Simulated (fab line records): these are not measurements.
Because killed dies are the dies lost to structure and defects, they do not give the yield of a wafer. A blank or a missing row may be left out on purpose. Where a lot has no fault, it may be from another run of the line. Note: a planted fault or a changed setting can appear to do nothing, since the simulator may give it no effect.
What tool caused it? -- flow n5-finfet -- 72 wafers from 24 lots sampled at 6 of the route's 1938 steps

WHAT THE GAUGES SHOWED, per wafer
N5_BEOL_M12_CD_MEAS_10: the cd target is 140 nm.
lot,measured,on,cd-nm (nm)
L076,day 14 22:11,cd-sem-01,144.8 144.3 138.0
L074,day 15 03:28,cd-sem-02,134.0 142.0 134.4
L075,day 15 03:47,cd-sem-01,141.0 142.9 133.0
L077,day 15 12:17,cd-sem-02,138.8 139.9 144.7
L078,day 15 13:27,cd-sem-02,139.3 137.8 142.0
L079,day 15 13:43,cd-sem-02,142.2 137.1 139.2
L081,day 16 03:13,cd-sem-03,138.8 139.4 141.8
L083,day 16 09:59,cd-sem-03,137.4 138.3 138.1
L080,day 16 13:54,cd-sem-03,143.3 143.7 144.2
L082,day 16 14:20,cd-sem-02,144.8 142.6 140.2
L085,day 16 17:20,cd-sem-02,147.0 142.2 140.4
L084,day 17 03:29,cd-sem-02,141.1 146.2 145.3
L086,day 17 06:19,cd-sem-03,141.3 138.9 139.9
L089,day 17 20:25,cd-sem-01,139.0 137.7 141.2
L091,day 18 01:08,cd-sem-01,138.2 139.8 141.2
L087,day 18 09:12,cd-sem-03,138.7 137.6 134.4
L090,day 18 13:19,cd-sem-03,140.4 132.5 138.4
L088,day 18 13:58,cd-sem-02,143.0 140.2 138.6
L092,day 18 14:43,cd-sem-01,138.1 139.9 139.8
L093,day 19 05:11,cd-sem-02,144.8 142.9 139.9
L094,day 19 13:20,cd-sem-02,143.2 139.1 139.0
L095,day 19 22:50,cd-sem-03,139.9 139.2 139.5
L096,day 20 00:39,cd-sem-03,138.3 136.7 139.4
L097,day 20 11:50,cd-sem-03,140.8 139.7 140.6

N5_BEOL_M13_CD_MEAS_10: the cd target is 190 nm.
lot,measured,on,cd-nm (nm)
L076,day 15 04:28,cd-sem-01,186.8 188.0 187.7
L074,day 15 10:08,cd-sem-02,189.9 188.7 191.9
L075,day 15 10:40,cd-sem-01,190.0 190.7 189.4
L077,day 15 16:53,cd-sem-01,192.2 192.6 191.8
L078,day 15 20:29,cd-sem-01,187.0 186.7 186.6
L079,day 16 04:47,cd-sem-03,188.3 188.2 187.4
L081,day 16 09:59,cd-sem-01,186.5 186.5 186.6
L083,day 16 14:09,cd-sem-02,188.9 191.5 191.8
L080,day 16 21:56,cd-sem-01,189.5 189.1 191.3
L082,day 16 23:06,cd-sem-03,191.1 190.0 191.3
L085,day 16 23:46,cd-sem-01,191.3 191.1 189.6
L084,day 17 09:37,cd-sem-03,190.2 188.9 188.9
L086,day 17 11:03,cd-sem-03,188.1 187.9 188.2
L089,day 18 07:26,cd-sem-01,189.4 187.5 187.8
L091,day 18 08:28,cd-sem-03,189.0 188.6 187.0
L087,day 18 14:31,cd-sem-03,189.6 189.8 189.0
L090,day 18 18:05,cd-sem-03,191.3 191.3 191.3
L088,day 18 18:35,cd-sem-01,189.6 190.0 190.3
L092,day 18 19:05,cd-sem-03,186.6 186.2 187.8
L093,day 19 10:28,cd-sem-01,190.9 191.4 190.5
L094,day 19 18:41,cd-sem-02,191.4 190.4 190.8
L095,day 20 04:17,cd-sem-01,189.7 188.9 189.8
L096,day 20 05:50,cd-sem-02,188.5 190.0 191.8
L097,day 20 17:47,cd-sem-03,191.6 191.2 191.2

TOOL THAT RAN EACH LOT (tool first, then ch and the chambers of the sampled wafers, then the start)
lot,N5_BEOL_M12_ETCH_59,N5_BEOL_M12_DESCUM_33,N5_BEOL_M12_ANNEAL_48,N5_BEOL_M12_DEP_53
L076,"rie-diel-05 ch 0,1, day 14 22:19","rie-diel-01 ch 0,1,2, day 14 23:22","rtp-anneal-02 ch 0, day 15 03:10","pecvd-03 ch 0,1,2, day 15 03:46"
L074,"rie-diel-05 ch 0,1, day 15 03:35","rie-diel-05 ch 0,3, day 15 04:36","rtp-anneal-02 ch 0, day 15 08:51","pecvd-02 ch 0,1,2, day 15 09:26"
L075,"rie-diel-01 ch 0,2, day 15 03:58","rie-diel-01 ch 0,2, day 15 05:12","rtp-anneal-01 ch 0, day 15 09:23","pecvd-01 ch 1,2, day 15 10:04"
L077,"rie-diel-05 ch 1,3, day 15 12:37","rie-diel-05 ch 0,1,3, day 15 13:29","rtp-anneal-01 ch 0, day 15 15:28","pecvd-03 ch 0,1, day 15 16:18"
L078,"rie-diel-04 ch 1,2,3, day 15 13:35","rie-diel-04 ch 0,1,3, day 15 14:34","rtp-anneal-01 ch 0, day 15 19:07","pecvd-02 ch 0,1,2, day 15 19:46"
L079,"rie-diel-04 ch 2,3, day 15 14:16","rie-diel-01 ch 0,1,3, day 15 15:18","rtp-anneal-02 ch 0, day 16 03:36","pecvd-01 ch 1,2, day 16 04:12"
L081,"rie-diel-01 ch 0,3, day 16 03:22","rie-diel-01 ch 0,1, day 16 04:14","rtp-anneal-02 ch 0, day 16 08:28","pecvd-02 ch 1,2, day 16 09:08"
L083,"rie-diel-05 ch 0,1, day 16 10:06","rie-diel-01 ch 1,3, day 16 10:58","rtp-anneal-02 ch 0, day 16 12:49","pecvd-02 ch 0,1,2, day 16 13:34"
L080,"rie-diel-05 ch 1,2, day 16 14:01","rie-diel-01 ch 0,1, day 16 14:55","rtp-anneal-01 ch 0, day 16 20:37","pecvd-03 ch 0,1, day 16 21:14"
L082,"rie-diel-01 ch 1,3, day 16 14:34","rie-diel-01 ch 0,1,3, day 16 15:34","rtp-anneal-02 ch 0, day 16 21:35","pecvd-02 ch 0,1,2, day 16 22:24"
L085,"rie-diel-01 ch 0,3, day 16 17:41","rie-diel-01 ch 0,1,2, day 16 18:44","rtp-anneal-01 ch 0, day 16 22:27","pecvd-01 ch 0,1,2, day 16 23:04"
L084,"rie-diel-01 ch 0,2, day 17 03:40","rie-diel-05 ch 0,1,2, day 17 04:56","rtp-anneal-01 ch 0, day 17 08:15","pecvd-01 ch 0,1,2, day 17 08:54"
L086,"rie-diel-05 ch 0,3, day 17 06:26","rie-diel-01 ch 0,1, day 17 07:29","rtp-anneal-01 ch 0, day 17 09:34","pecvd-02 ch 0,2, day 17 10:19"
L089,"rie-diel-01 ch 0,1,2, day 17 20:41","rie-diel-04 ch 0,2,3, day 17 21:36","rtp-anneal-02 ch 0, day 18 06:11","pecvd-02 ch 0,2, day 18 06:51"
L091,"rie-diel-05 ch 0,1, day 18 01:15","rie-diel-01 ch 0,2,3, day 18 02:29","rtp-anneal-02 ch 0, day 18 07:16","pecvd-03 ch 0,1,2, day 18 07:50"
L087,"rie-diel-05 ch 0,2, day 18 09:19","rie-diel-05 ch 1,3, day 18 10:19","rtp-anneal-02 ch 0, day 18 13:17","pecvd-01 ch 0,1,2, day 18 13:56"
L090,"rie-diel-04 ch 1,3, day 18 13:26","rie-diel-05 ch 0,2, day 18 14:19","rtp-anneal-02 ch 0, day 18 16:47","pecvd-01 ch 0,1, day 18 17:23"
L088,"rie-diel-05 ch 0,2,3, day 18 14:05","rie-diel-04 ch 1,2, day 18 15:05","rtp-anneal-02 ch 0, day 18 17:14","pecvd-01 ch 0,1, day 18 17:53"
L092,"rie-diel-04 ch 0,1,2, day 18 14:50","rie-diel-01 ch 0,2, day 18 15:45","rtp-anneal-02 ch 0, day 18 17:55","pecvd-02 ch 0,2, day 18 18:30"
L093,"rie-diel-04 ch 1,2,3, day 19 05:18","rie-diel-04 ch 0,3, day 19 06:19","rtp-anneal-01 ch 0, day 19 09:07","pecvd-03 ch 0,1,2, day 19 09:46"
L094,"rie-diel-05 ch 0,1,3, day 19 13:28","rie-diel-04 ch 0,1,2, day 19 14:20","rtp-anneal-02 ch 0, day 19 17:22","pecvd-03 ch 0,1, day 19 18:02"
L095,"rie-diel-04 ch 1,2,3, day 19 23:02","rie-diel-04 ch 1,2,3, day 20 00:01","rtp-anneal-02 ch 0, day 20 02:58","pecvd-03 ch 0,1, day 20 03:38"
L096,"rie-diel-01 ch 1,2, day 20 00:47","rie-diel-01 ch 1,2, day 20 02:11","rtp-anneal-02 ch 0, day 20 04:36","pecvd-02 ch 1,2, day 20 05:15"
L097,"rie-diel-05 ch 2,3, day 20 11:58","rie-diel-01 ch 0,1,3, day 20 12:58","rtp-anneal-01 ch 0, day 20 16:35","pecvd-03 ch 0,1,2, day 20 17:12"
- N5_BEOL_M12_ETCH_59: etches BARC in N2/H2, target depth 89 nm, overetch 26.7 nm, time 67.9 s.
- N5_BEOL_M12_DESCUM_33: chemistry O2, time 7.9 s.
- N5_BEOL_M12_ANNEAL_48: time 90 s.
- N5_BEOL_M12_DEP_53: deposits SiCN from 3MS/NH3, target thk 30 nm, time 10.5 s.

WHAT THE TOOLS THEMSELVES READ (means of the sampled wafers that have a number; where no wafer has one, the mark that the record gives instead)
N5_BEOL_M12_ETCH_59.
lot,tool,drypump-motor-current-A (A),n2-flow-sccm (sccm),oes-product-au (a.u.),rf-vpp-V (V),showerhead-plenum-p-Torr (Torr),throttle-valve-pct (%)
L076,rie-diel-05,5.9,200.3,0.68,527.2,2.66,17.68
L074,rie-diel-05,5.9,200.3,0.66,527.9,2.66,17.69
L075,rie-diel-01,5.8,199.8,0.61,524.6,2.57,17.97
L077,rie-diel-05,6.5,199.7,0.68,527.1,2.67,17.79
L078,rie-diel-04,5.9,199.6,0.72,524.5,2.57,17.83
L079,rie-diel-04,5.6,200.4,0.74,524.1,2.57,17.65
L081,rie-diel-01,6.3,200.8,0.61,524.7,2.56,17.90
L083,rie-diel-05,6.0,200.4,0.67,526.6,2.67,17.97
L080,rie-diel-05,5.9,200.4,0.67,525.2,2.60,18.00
L082,rie-diel-01,6.3,200.2,0.63,522.1,2.49,17.80
L085,rie-diel-01,6.3,200.0,0.61,524.3,2.56,17.91
L084,rie-diel-01,6.0,200.2,0.69,525.5,2.62,17.98
L086,rie-diel-05,6.0,200.0,0.65,527.1,2.64,17.53
L089,rie-diel-01,5.9,199.9,0.71,523.4,2.55,17.89
L091,rie-diel-05,6.0,200.5,0.66,526.9,2.66,18.00
L087,rie-diel-05,5.7,200.0,0.64,526.4,2.60,17.62
L090,rie-diel-04,6.1,200.1,0.72,525.4,2.59,18.00
L088,rie-diel-05,6.1,200.5,0.65,525.9,2.61,17.67
L092,rie-diel-04,5.7,199.8,0.68,523.3,2.53,17.96
L093,rie-diel-04,5.9,199.8,0.69,523.3,2.56,17.89
L094,rie-diel-05,6.2,199.9,0.65,526.6,2.65,17.81
L095,rie-diel-04,5.9,200.1,0.68,523.9,2.55,17.89
L096,rie-diel-01,5.8,199.9,0.70,521.9,2.47,17.81
L097,rie-diel-05,6.1,200.4,0.65,524.5,2.58,17.84

N5_BEOL_M12_DESCUM_33.
lot,tool,drypump-motor-current-A (A),o2-flow-sccm (sccm),oes-product-au (a.u.),rf-vpp-V (V),showerhead-plenum-p-Torr (Torr),throttle-valve-pct (%)
L076,rie-diel-01,5.9,225.3,0.78,243.8,2.10,20.40
L074,rie-diel-05,6.4,224.9,0.78,244.7,2.22,20.39
L075,rie-diel-01,6.0,224.7,0.73,243.4,2.14,20.33
L077,rie-diel-05,6.2,224.9,0.78,244.7,2.21,20.44
L078,rie-diel-04,5.7,224.9,0.89,243.9,2.10,20.32
L079,rie-diel-01,6.2,225.0,0.78,243.4,2.10,20.43
L081,rie-diel-01,6.1,226.2,0.79,243.8,2.14,20.47
L083,rie-diel-01,6.2,225.5,0.75,242.9,2.07,20.44
L080,rie-diel-01,6.1,223.9,0.79,243.6,2.13,20.49
L082,rie-diel-01,6.2,225.0,0.77,242.9,2.10,20.46
L085,rie-diel-01,5.9,224.9,0.86,243.3,2.09,20.32
L084,rie-diel-05,5.9,225.0,0.77,244.2,2.15,20.34
L086,rie-diel-01,6.0,225.0,0.82,243.0,2.10,20.58
L089,rie-diel-04,5.5,225.4,0.82,242.5,2.07,20.26
L091,rie-diel-01,6.0,225.5,0.89,243.1,2.09,20.16
L087,rie-diel-05,6.4,225.8,0.79,244.3,2.21,20.64
L090,rie-diel-05,5.7,225.5,0.74,243.8,2.14,20.21
L088,rie-diel-04,6.1,224.4,0.80,242.8,2.10,20.46
L092,rie-diel-01,6.0,224.5,0.78,244.1,2.12,20.27
L093,rie-diel-04,5.5,225.0,0.86,243.8,2.09,20.23
L094,rie-diel-04,5.7,224.6,0.79,242.8,2.07,20.42
L095,rie-diel-04,5.9,224.9,0.80,244.4,2.10,20.35
L096,rie-diel-01,5.6,225.5,0.86,241.9,2.04,20.23
L097,rie-diel-01,6.2,225.3,0.81,242.8,2.09,20.42

N5_BEOL_M12_ANNEAL_48.
lot,tool,anneal-temp-c (C),wafer_temp_C_max
L076,rtp-anneal-02,224.93,226.00
L074,rtp-anneal-02,225.07,225.58
L075,rtp-anneal-01,224.79,225.62
L077,rtp-anneal-01,225.06,225.96
L078,rtp-anneal-01,225.07,225.79
L079,rtp-anneal-02,225.11,225.95
L081,rtp-anneal-02,224.89,225.73
L083,rtp-anneal-02,224.86,225.42
L080,rtp-anneal-01,224.90,225.81
L082,rtp-anneal-02,225.07,225.67
L085,rtp-anneal-01,225.03,225.99
L084,rtp-anneal-01,224.86,226.07
L086,rtp-anneal-01,225.12,225.96
L089,rtp-anneal-02,224.89,225.76
L091,rtp-anneal-02,224.99,225.78
L087,rtp-anneal-02,224.99,225.81
L090,rtp-anneal-02,224.92,225.78
L088,rtp-anneal-02,225.02,225.60
L092,rtp-anneal-02,224.81,225.87
L093,rtp-anneal-01,225.02,226.09
L094,rtp-anneal-02,225.07,226.05
L095,rtp-anneal-02,225.03,226.03
L096,rtp-anneal-02,224.86,225.71
L097,rtp-anneal-01,225.08,225.57

N5_BEOL_M12_DEP_53.
lot,tool,showerhead-plenum-p-Torr (Torr),throttle-valve-pct (%)
L076,pecvd-03,4.167,18.2
L074,pecvd-02,4.154,18.4
L075,pecvd-01,4.190,17.1
L077,pecvd-03,4.144,18.7
L078,pecvd-02,4.154,18.5
L079,pecvd-01,4.187,17.0
L081,pecvd-02,4.145,18.6
L083,pecvd-02,4.161,18.6
L080,pecvd-03,4.147,18.9
L082,pecvd-02,4.156,18.5
L085,pecvd-01,4.172,17.7
L084,pecvd-01,4.174,17.9
L086,pecvd-02,4.175,18.5
L089,pecvd-02,4.166,18.3
L091,pecvd-03,4.168,18.3
L087,pecvd-01,4.175,17.8
L090,pecvd-01,4.170,18.6
L088,pecvd-01,4.166,18.6
L092,pecvd-02,4.172,18.2
L093,pecvd-03,4.168,18.4
L094,pecvd-03,4.148,18.5
L095,pecvd-03,4.153,18.7
L096,pecvd-02,4.146,17.7
L097,pecvd-03,4.171,18.4

THE ANSWER, worked out from the rows above alone
Rule: what is usual is taken from the lots themselves. Put in order of their means at a reading, lots are off if they are a third of the lots or fewer, leave a main group of 4 or more, and stand apart from it by a gap of 3 or more times the standard deviation of the main group's means; of several such gaps the widest counts. Not used: any main group whose means are identical at the precision the tables above print for the reading. A lot without any number at a reading at which 4 lots or more have one is off too. The other lots that the step has rows for count as sound. The gauges are gone through in route order, then the tools' own readings, and for those a lot's mean is taken as printed above. The first step at which some lot is off is used, and at that step the reading that is off furthest; a lot without a number counts as furthest.
No lot is off at any reading shown: from this, nothing can be told.

WHAT THE SIMULATOR PUT IN
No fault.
